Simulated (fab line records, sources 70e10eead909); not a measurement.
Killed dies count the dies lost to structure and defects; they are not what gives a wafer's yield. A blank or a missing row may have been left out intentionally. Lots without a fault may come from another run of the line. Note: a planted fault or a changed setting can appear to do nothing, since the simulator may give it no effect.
fab line records + flow nand_harc
record
- lots=7
- wafers=21
- last_day=33
route steps=1302 shown P_GATE@124 END@1302
lots with no fault: from the same line, run without faults
start_h: the number of hours between the record's first day and the start of the first shown wafer of the lot + wait_h: how many hours have passed since the lot's step before this one + " the same as in the row above + L1.1+2: one row covering several wafers at once + - value missing, or start not given + * or withheld: withheld + < > ~ a bound
route shown NAME@n: a module of which the file shows steps, and the number in the route of the first + usual: the fault-free wafers' mean and standard deviation + same: alike in all rows + chamber/n: place in a boat + sites: each site's reading + _std_site: the values' standard deviation + _edge_site: mean of outer sites minus mean of inner sites + radius_mm: how far each site lies from the wafer's centre + mask NAME#n: copy n + behind: the most recent tool/chamber to have shaped the wafer + hold: reason for holding the lot/hours on hold/outcome of the hold + device: names the non-switching transistor (n, p or np) + end of line: tests of these same wafers at the route's end + step lacking rows: just its recipe + killed: not the wafer's yield, but the dies lost to structure and defects at the first sort + map: the dies of a wafer, with x for killed, . for not killed, _ for no die there
set.NAME: the setting as run; set.NAME@STEP: as run at that earlier step + model.NAME: the simulator's own value behind a step, which no gauge read
lots at some steps of the route; a table a step, a row a wafer
services: when a tool's chamber went out of use (start_h, in hours from the record's first day, below 0 if earlier), for how many hours, and the reason
## steps
# step NHARC_P_GATE_DESCUM_13
# recipe
- time_s=3
- o2_flow_sccm=200
- ar_flow_sccm=0
- bias_power_w=0
- chemistry=O2
# usual
- drypump_motor_current_A=5.6/0.35
- mfc_ar_sccm=0.013/0.015
- o2_flow_sccm=200.0/0.63
- oes_product_au=0.996/0.0099
- rf_vpp_V=57.8/0.93
- showerhead_plenum_p_Torr=1.88/0.081
- throttle_valve_pct=11.310/0.0084
# same
- time_s=3
| lot.wafer | tool        | chamber | start_h | wait_h | drypump_motor_current_A | mfc_ar_sccm | o2_flow_sccm | oes_product_au | rf_hours_counter_h | rf_vpp_V | showerhead_plenum_p_Torr | throttle_valve_pct |
|-----------|-------------|---------|---------|--------|-------------------------|-------------|--------------|----------------|--------------------|----------|--------------------------|--------------------|
| L323.4    | rie_diel-04 | 0       | 80.70   | -      | 6.2                     | 0           | 199.0        | 0.990          | 5.4                | 57.0     | 2.04                     | 11.316             |
| L323.3    | "           | 1       | "       | "      | 5.6                     | 0.037       | 199.3        | 0.993          | 5.6                | 57.7     | 1.99                     | 11.307             |
| L323.6    | "           | 3       | "       | "      | 5.8                     | 0.012       | 198.9        | 1.002          | -                  | 57.9     | 1.90                     | 11.305             |
| L329.2    | rie_diel-07 | 1       | 139.89  | -      | 5.3                     | 0.017       | 199.8        | 0.998          | 1.1                | 56.9     | 1.95                     | 11.303             |
| L329.4    | "           | 2       | "       | "      | 5.7                     | 0           | 199.7        | 0.991          | 0.4                | 58.2     | 1.97                     | 11.298             |
| L329.6    | "           | 1       | "       | "      | 5.3                     | 0.017       | 199.9        | 1.009          | -                  | 57.3     | 1.95                     | 11.302             |
| L339.4    | rie_diel-07 | 1       | 244.87  | -      | 5.3                     | 0.017       | 200.5        | 0.995          | 7.5                | 57.6     | 1.95                     | 11.313             |
| L339.1    | "           | 3       | "       | "      | 5.9                     | 0           | 199.6        | 0.979          | 6.0                | 56.6     | 1.79                     | 11.317             |
| L339.6    | "           | 1       | "       | "      | 5.3                     | 0.017       | 200.5        | 0.997          | -                  | 58.2     | 1.95                     | 11.307             |
| L340.2    | rie_diel-12 | 1       | 250.43  | -      | 6.1                     | 0.038       | 200.1        | 1.002          | 7.0                | 56.8     | 1.79                     | 11.312             |
| L340.3    | "           | 3       | "       | "      | 5.5                     | 0           | 200.4        | 0.992          | 8.1                | 58.1     | 1.88                     | 11.301             |
| L340.4    | "           | 3       | "       | "      | 5.5                     | 0           | 200.2        | 0.992          | -                  | 58.1     | 1.88                     | 11.312             |
| L341.4    | rie_diel-07 | 0       | 258.01  | -      | 5.7                     | 0           | 200.3        | 0.994          | 7.2                | 57.3     | 1.79                     | 11.308             |
| L341.3    | "           | 1       | "       | "      | 5.3                     | 0.017       | 199.0        | 1.000          | 8.1                | 59.4     | 1.95                     | 11.293             |
| L341.2    | "           | 3       | "       | "      | 5.8                     | 0           | 198.9        | 0.981          | 7.0                | 57.8     | 1.78                     | 11.296             |
| L345.4    | rie_diel-04 | 0       | 301.48  | -      | 6.1                     | 0           | 198.9        | 1.003          | 6.7                | 58.7     | 2.03                     | 11.308             |
| L345.2    | "           | 2       | "       | "      | 5.4                     | 0.008       | 199.3        | 1.013          | 6.6                | 59.0     | 1.96                     | 11.300             |
| L345.5    | "           | 0       | "       | "      | 6.2                     | 0           | 200.5        | 1.013          | -                  | 58.2     | 2.03                     | 11.313             |
| L346.4    | rie_diel-12 | 1       | 311.11  | -      | 6.1                     | 0.038       | 200.0        | 0.993          | 2.7                | 55.8     | 1.79                     | 11.296             |
| L346.3    | "           | 2       | "       | "      | 5.6                     | 0.030       | 199.9        | 1.003          | 2.9                | 58.5     | 1.81                     | 11.324             |
| L346.5    | "           | 0       | "       | "      | 4.8                     | 0           | 199.6        | 1.000          | -                  | 59.5     | 1.95                     | 11.295             |
# step NHARC_P_GATE_ETCH_14
# recipe
- target_depth_a=488
- chemistry=dHF
- material=SiO2
# step NHARC_P_GATE_STRIP_15
# recipe
- time_s=780
- temp_c=130
- chemistry=SPM
# step NHARC_P_GATE_PRECLEAN_71
# recipe
- time_s=*
- temp_c=50
- bath_age_min=0
- chemistry=SC1
# step NHARC_P_GATE_SRD_72
# step NHARC_P_GATE_OXIDE_16
# recipe
- target_thk_a=30
- temp_c=875
- ox_time_s=392
- material=SiO2
# step NHARC_P_GATE_CVD_17
# recipe
- target_thk_a=1500
- temp_c=620
- time_s=900
- material=poly-Si
# step NHARC_P_GATE_HM_DEP_102
# recipe
- target_thk_a=1200
- temp_c=400
- material=aC
# usual
- throttle_valve_pct=35.001/0.0089
| lot.wafer | tool       | chamber | start_h | wait_h | throttle_valve_pct |
|-----------|------------|---------|---------|--------|--------------------|
| L323.3    | acl_dep-02 | 0       | 93.38   | 0.6    | 35.015             |
| L323.4    | "          | 0       | "       | "      | 35.001             |
| L323.6    | "          | 0       | "       | "      | 35.017             |
| L329.2    | acl_dep-01 | 0       | 154.31  | 2.4    | 35.002             |
| L329.4    | "          | 0       | "       | "      | 34.995             |
| L329.6    | "          | 0       | "       | "      | 35.000             |
| L339.1    | acl_dep-01 | 0       | 262.19  | 2.9    | 35.005             |
| L339.4    | "          | 0       | "       | "      | 35.006             |
| L339.6    | "          | 0       | "       | "      | 34.998             |
| L340.2    | acl_dep-01 | 0       | 266.14  | 3.9    | 35.001             |
| L340.3    | "          | 0       | "       | "      | 35.006             |
| L340.4    | "          | 0       | "       | "      | 35.013             |
| L341.2    | acl_dep-03 | 0       | 271.89  | 1.9    | 35.000             |
| L341.3    | "          | 0       | "       | "      | 34.995             |
| L341.4    | "          | 0       | "       | "      | 34.997             |
| L345.2    | acl_dep-02 | 0       | 322.97  | 3.4    | 35.000             |
| L345.4    | "          | 0       | "       | "      | 35.010             |
| L345.5    | "          | 0       | "       | "      | 34.990             |
| L346.3    | acl_dep-03 | 0       | 326.54  | 1.2    | 34.989             |
| L346.4    | "          | 0       | "       | "      | 35.003             |
| L346.5    | "          | 0       | "       | "      | 34.992             |
# step NHARC_P_GATE_DEP_103
# recipe
- target_thk_a=300
- target_thk_nm=30
- temp_c=400
- flow_sccm=200
- rf_w=350
- material=SiON
# usual
- heater_power_w=784/120
| lot.wafer | tool     | chamber | start_h | wait_h | heater_power_w |
|-----------|----------|---------|---------|--------|----------------|
| L323.3    | pecvd-03 | 1       | 93.89   | 0.4    | 806            |
| L323.4    | "        | 2       | "       | "      | 732            |
| L323.6    | "        | 0       | "       | "      | 791            |
| L329.2    | pecvd-02 | 2       | 154.89  | 0.5    | 631            |
| L329.4    | "        | 2       | "       | "      | 628            |
| L329.6    | "        | 0       | "       | "      | 799            |
| L339.1    | pecvd-03 | 0       | 262.86  | 0.6    | 805            |
| L339.6    | "        | 0       | "       | "      | 835            |
| L339.4    | "        | 2       | "       | "      | 756            |
| L340.2    | pecvd-02 | 0       | 266.72  | 0.5    | 766            |
| L340.3    | "        | 1       | "       | "      | 874            |
| L340.4    | "        | 0       | "       | "      | 761            |
| L341.2    | pecvd-02 | 1       | 272.45  | 0.4    | 1045           |
| L341.3    | "        | 0       | "       | "      | 696            |
| L341.4    | "        | 0       | "       | "      | 701            |
| L345.2    | pecvd-02 | 1       | 323.58  | 0.5    | 913            |
| L345.4    | "        | 1       | "       | "      | 938            |
| L345.5    | "        | 0       | "       | "      | 720            |
| L346.3    | pecvd-02 | 0       | 326.99  | 0.3    | 800            |
| L346.5    | "        | 0       | "       | "      | 802            |
| L346.4    | "        | 1       | "       | "      | 1011           |
# step NHARC_P_GATE_DEHYDRATE_18
# recipe
- temp_c=150
- time_s=120
# step NHARC_P_GATE_HMDS_19
# recipe
- time_s=30
# step NHARC_P_GATE_COAT_20
# recipe
- spin_rpm=1500
- resist_thk_nm=90
# step NHARC_P_GATE_SOFTBAKE_21
# recipe
- temp_c=105
- time_s=55
# usual
- heater_power_total_W=188.47/0.15
# same
- time_s=55
| lot.wafer | tool           | chamber | start_h | wait_h | heater_power_total_W |
|-----------|----------------|---------|---------|--------|----------------------|
| L323.3    | litho_track-06 | 0       | 94      | -      | 188.44               |
| L323.4    | "              | 0       | "       | "      | 188.30               |
| L323.6    | "              | 0       | "       | "      | 188.80               |
| L329.2    | litho_track-04 | 0       | 155     | -      | 188.51               |
| L329.4    | "              | 0       | "       | "      | 188.44               |
| L329.6    | "              | 0       | "       | "      | 188.44               |
| L339.1    | litho_track-06 | 0       | 263     | -      | 195.51               |
| L339.4    | "              | 0       | "       | "      | 195.35               |
| L339.6    | "              | 0       | "       | "      | 195.39               |
| L340.2    | litho_track-06 | 0       | 266     | -      | 195.21               |
| L340.3    | "              | 0       | "       | "      | 195.52               |
| L340.4    | "              | 0       | "       | "      | 195.32               |
| L341.2    | litho_track-06 | 0       | 272     | -      | 195.30               |
| L341.3    | "              | 0       | "       | "      | 195.36               |
| L341.4    | "              | 0       | "       | "      | 195.24               |
| L345.2    | litho_track-04 | 0       | 323     | -      | 188.39               |
| L345.4    | "              | 0       | "       | "      | 188.70               |
| L345.5    | "              | 0       | "       | "      | 188.39               |
| L346.3    | litho_track-01 | 0       | 327     | -      | 188.33               |
| L346.4    | "              | 0       | "       | "      | 188.38               |
| L346.5    | "              | 0       | "       | "      | 188.45               |
# step NHARC_P_GATE_EBR_22
# step NHARC_END_SORT_01
# recipe
- temp_c=25
# usual
- killed_at_array=59/16
- killed_at_other=0.8/1.1
- killed_at_periphery=3.6/2.4
- killed_dies=64/16
- killed_open=3.4/1.8
- killed_short=2.5/1.6
# same
- gross_dies=677
| lot.wafer | tool      | chamber | start_h | wait_h | killed_at_array | killed_at_other | killed_at_periphery | killed_dies | killed_open | killed_short |
|-----------|-----------|---------|---------|--------|-----------------|-----------------|---------------------|-------------|-------------|--------------|
| L323.3    | prober-01 | 0       | 565.94  | 3.1    | 86              | 0               | 3                   | 89          | 1           | 3            |
| L323.4    | prober-01 | 0       | 566.75  | 3.4    | 78              | 0               | 5                   | 83          | 3           | 0            |
| L323.6    | prober-01 | 0       | 568.35  | 4.0    | 99              | 0               | 6                   | 105         | 3           | 2            |
| L341.3    | prober-02 | 0       | 742.79  | 3.1    | 52              | 1               | 4                   | 57          | 5           | 1            |
# killed by level:class
L323.3 A_CHANNEL_HOLE_D2:chamber_film_flake=29 A_CHANNEL_HOLE_D1:chamber_film_flake=28 A_SLIT:chamber_film_flake=15 A_STAIRCASE:chamber_film_flake=4 A_WL_FILL:chamber_film_flake=3 A_CONTACT:chamber_film_flake=3 A_SOURCE_PLATE:geometric_particle:short=1 A_CHANNEL_FILL_D1:geometric_particle:short=1
L323.4 A_CHANNEL_HOLE_D2:chamber_film_flake=28 A_SLIT:chamber_film_flake=22 A_CHANNEL_HOLE_D1:chamber_film_flake=19 A_CONTACT:chamber_film_flake=4 P_M2:chamber_film_flake=2 A_DECK1_JOINT:chamber_film_flake=2 P_GATE:geometric_particle:open=1 P_M0:geometric_particle:open=1
L323.6 A_CHANNEL_HOLE_D1:chamber_film_flake=36 A_CHANNEL_HOLE_D2:chamber_film_flake=34 A_SLIT:chamber_film_flake=17 A_CONTACT:chamber_film_flake=7 P_M2:chamber_film_flake=4 P_GATE:geometric_particle:open=1 P_CONTACT:geometric_particle:open=1 A_CHANNEL_FILL_D1:geometric_particle:short=1
L341.3 A_CHANNEL_HOLE_D1:chamber_film_flake=33 A_SLIT:chamber_film_flake=4 P_ZERO_WELL:chamber_film_flake=3 A_WL_FILL:chamber_film_flake=3 A_ONON_D1:geometric_particle:open=2 A_CHANNEL_FILL_D2:geometric_particle:open=2 A_STAIRCASE:chamber_film_flake=2 A_CONTACT:chamber_film_flake=2
## services
| tool           | chamber | start_h | hours | kind   |
|----------------|---------|---------|-------|--------|
| acl_dep-02     | -       | 60.77   | 13.0  | pm     |
| rie_diel-07    | 1       | 71.10   | 3.0   | repair |
| acl_dep-02     | -       | 74.56   | 0.7   | repair |
| rie_diel-07    | 0       | 76.83   | 6.2   | repair |
| rie_diel-04    | 3       | 82.40   | 8.3   | repair |
| rie_diel-12    | -       | 91.40   | 9.0   | pm     |
| rie_diel-12    | 0       | 105.95  | 1.7   | repair |
| pecvd-03       | 0       | 110.46  | 16.2  | repair |
| rie_diel-07    | -       | 117.20  | 9.0   | pm     |
| pecvd-03       | 1       | 117.70  | 6.1   | repair |
| acl_dep-03     | -       | 123.85  | 13.0  | pm     |
| rie_diel-07    | 2       | 130.49  | 3.1   | repair |
| rie_diel-12    | 0       | 135.20  | 6.2   | repair |
| rie_diel-07    | -       | 170.29  | 0.1   | repair |
| pecvd-03       | 1       | 172.74  | 5.0   | repair |
| rie_diel-12    | 0       | 177.40  | 1.7   | repair |
| rie_diel-04    | -       | 177.95  | 9.0   | pm     |
| litho_track-06 | -       | 179.00  | 7.0   | pm     |
| pecvd-03       | -       | 185.54  | 13.0  | pm     |
| acl_dep-01     | -       | 191.97  | 13.0  | pm     |
| rie_diel-04    | 1       | 201.17  | 6.9   | repair |
| litho_track-04 | -       | 203.00  | 7.0   | pm     |
| pecvd-02       | -       | 227.24  | 13.0  | pm     |
| rie_diel-07    | -       | 294.20  | 9.0   | pm     |
## key
first_sign
- step=NHARC_P_GATE_SOFTBAKE_21
- reading=heater_power_total_W
- direction=up
- sigmas=47
- usual=*
- struck=*
effect none on later readings
met_at NHARC_P_GATE_SOFTBAKE_21
struck_wafers L339.1,L339.4,L339.6,L340.2,L340.3,L340.4,L341.2,L341.3,L341.4
rows_end L340.2,L340.3,L340.4
tester_left_out L339,L341
onset_between 94 263
fault
- kind=process_parameter_drift
- tool=litho_track-06
- chamber=-
- onset_h=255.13
- steps=NHARC_P_GATE_SOFTBAKE_21
- channel=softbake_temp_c
- offset=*
- shape=step
- end_h=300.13
- acts_in=*
- stated=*
# tester_left_out: of these lots the tester's yield and bins aren't shown, on N5 and GAA mostly nor the transistor test; their killed dies are dies lost to structure and defects alone, not to doping, threshold or leakage, so they don't give the yield
# rows_end: these wafers met a further fault down the route, and their rows from its step on are left out
